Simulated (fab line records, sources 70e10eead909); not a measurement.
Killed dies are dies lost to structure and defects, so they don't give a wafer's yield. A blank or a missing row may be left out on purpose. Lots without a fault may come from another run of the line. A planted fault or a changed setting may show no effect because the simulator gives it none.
Commonality check across tools || flow nand_harc || 2 lots and 6 wafers in the sample

== WHY IT WAS OPENED ==
Flagged at NHARC_END_SORT_01: reading killed_at_array, on 2 of 2 lots. Wafers without a fault read 52, standard deviation 17.
Rule: a lot is flagged when every wafer of it that has a number lies more than 4 standard deviations from that mean, or none has a number. The other lots count as sound.

{"lot": "L160", "measured": "day 30 01:56", "on": "prober-02", "killed_at_array, wafer by wafer": "675 669 673", "flag": "FLAGGED"}
{"lot": "L163", "measured": "day 30 19:19", "on": "prober-02", "killed_at_array, wafer by wafer": "668 672 672", "flag": "FLAGGED"}
The numbers of the flagged lots are 672 on average: +620 against the usual, or +36 standard deviations.

== WHICH TOOL RAN EACH LOT ==
2 process steps preceding the reading are held in the record, out of 1302 steps in the route. Every cell lists first the tool, next ch and the chambers used by the sampled wafers, and last the start.
{"lot": "L160", "flag": "FLAGGED", "NHARC_A_SLIT_DEP_00": "acl_dep-03 ch 0, day 25 04:31", "NHARC_THIN_TSV_DEGAS_53": "no row"}
{"lot": "L163", "flag": "FLAGGED", "NHARC_A_SLIT_DEP_00": "acl_dep-03 ch 0, day 25 20:11", "NHARC_THIN_TSV_DEGAS_53": "no row"}
What these steps do:
- NHARC_A_SLIT_DEP_00: deposits aC, target thk 6200 nm.
- NHARC_THIN_TSV_DEGAS_53: time 60 s.
- NHARC_END_SORT_01

== FLAGGED OVER TOTAL, TOOL BY TOOL (the gauges that took the reading come last) ==
{"step": "NHARC_A_SLIT_DEP_00", "tool": "acl_dep-03", "lots run": 2, "flagged": 2, "share of the flagged lots": "all", "sound lots run after its first flagged lot": 0}
{"step": "NHARC_END_SORT_01", "tool": "prober-02", "lots run": 2, "flagged": 2, "share of the flagged lots": "all", "sound lots run after its first flagged lot": 0}

== THE TABLE: WHAT IT ALLOWS ==
In 2 table rows, all flagged lots were run: acl_dep-03 (NHARC_A_SLIT_DEP_00), prober-02 (NHARC_END_SORT_01).
- acl_dep-03 at NHARC_A_SLIT_DEP_00 ran 2 lots, 2 of them flagged. In this sample it ran no sound lot ahead of its first flagged lot, so there is no way to narrow down the start.
- prober-02 at NHARC_END_SORT_01 ran 2 lots, 2 of them flagged. In this sample it ran no sound lot ahead of its first flagged lot, so there is no way to narrow down the start.
These 2 tools cannot be told apart by counting lots, since each of them fits a fault that started at some hour. More lots, or a look at what each step does to the wafer, might.

== WHAT THE SIMULATOR HAD INSERTED ==
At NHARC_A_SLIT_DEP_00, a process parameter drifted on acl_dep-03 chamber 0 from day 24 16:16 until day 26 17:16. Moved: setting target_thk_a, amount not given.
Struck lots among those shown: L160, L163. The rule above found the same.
